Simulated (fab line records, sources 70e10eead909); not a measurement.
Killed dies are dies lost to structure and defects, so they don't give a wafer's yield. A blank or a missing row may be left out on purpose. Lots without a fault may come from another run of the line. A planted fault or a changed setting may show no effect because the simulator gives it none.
A struck lot beside a sound one | flow nand_harc | 12 steps out of a route of 1159
Sound: wafers L306.2, L306.3, L306.5. Struck: wafers L315.2, L315.4, L315.6. The cause comes at the end.
At each step with rows: each side's tool, then ch and its chambers, then its first start. Under that, the readings that differ: sound wafers | struck wafers | difference of the means | sigmas: that difference in standard deviations of wafers without a fault.
alike: readings whose means differ by less than 2 such deviations, and words and numbers that are the same on both sides. not compared: withheld readings, readings that some wafer has no value for, bounds like >300 that may hide the same value, and numbers for which the record gives no deviation and whose values overlap.
The two part at a step that has a row with sigmas, a row that says differs or no value, or rows on one side only. Numbers that don't overlap but have no deviation are shown without sigmas and don't part them. A reading that every wafer of one side lacks parts them only if that side has two wafers or more.

NHARC_A_ZERO_WELL_INSPECT_17:
  sound on defect_inspect-02, day 6 20:28; struck on defect_inspect-01, day 8 19:25
  alike: raw_defect_count
then, 3 steps without rows for these wafers: NHARC_A_SOURCE_PLATE_PRECLEAN_00 (cleans in HF-LAST, time 60 s); NHARC_A_SOURCE_PLATE_SRD_01; NHARC_A_SOURCE_PLATE_OXIDE_02 (material SiO2, target thk 10 nm, ox time 1362 s).
NHARC_A_SOURCE_PLATE_THK_MEAS_09: measures by ellipsometry.
  sound on film_metro-01, day 7 03:05; struck on film_metro-02, day 9 00:01
  alike: thk_nm
then, 3 steps without rows for these wafers: NHARC_A_SOURCE_PLATE_PVD_04 (deposits WSi2, target thk 50 nm); NHARC_A_SOURCE_PLATE_CVD_03 (deposits poly-Si, target thk 200 nm, time 4000 s); NHARC_A_SOURCE_PLATE_ANNEAL_05 (time 1800 s).
NHARC_A_SOURCE_PLATE_THK_MEAS_06: measures by ellipsometry.
  sound on film_metro-01, day 7 16:47; struck on film_metro-02, day 9 12:50
  alike: thk_nm
NHARC_A_SOURCE_PLATE_INSPECT_08:
  sound on defect_inspect-01, day 7 16:53; struck on defect_inspect-02, day 9 12:55
  alike: raw_defect_count
NHARC_A_ONON_D1_DEP_00: target thk 1000 nm.
  sound on pecvd_onon-02 ch 0, day 7 17:19; struck on pecvd_onon-04, day 9 13:02
  no value came back on the struck wafers for n2_flow_sccm (sccm), n2o_flow_sccm (sccm); on the sound wafers n2_flow_sccm (sccm) reads 2760 2751 2744
-- the record jumps here: 12 days lie between the struck wafers' starts before and after (it left off in module A_ONON_D1 and takes up again in module END, whose first step shown is number 1159 of the route) --
NHARC_END_SORT_01:
  sound on prober-01 ch 0, day 20 04:27; struck on prober-02 ch 0, day 21 14:43
  reading         | sound    | struck      | difference | sigmas
  killed_at_array | 12 15 12 | 674 672 670 | +659       | +69
  killed_dies     | 15 19 16 | 677 677 677 | +660       | +66
  alike: killed_at_other, killed_at_periphery, killed_open, killed_short

WHERE THEY PART
First at NHARC_A_ONON_D1_DEP_00; last, within this record, at NHARC_END_SORT_01.

WHY: what the simulator had put in
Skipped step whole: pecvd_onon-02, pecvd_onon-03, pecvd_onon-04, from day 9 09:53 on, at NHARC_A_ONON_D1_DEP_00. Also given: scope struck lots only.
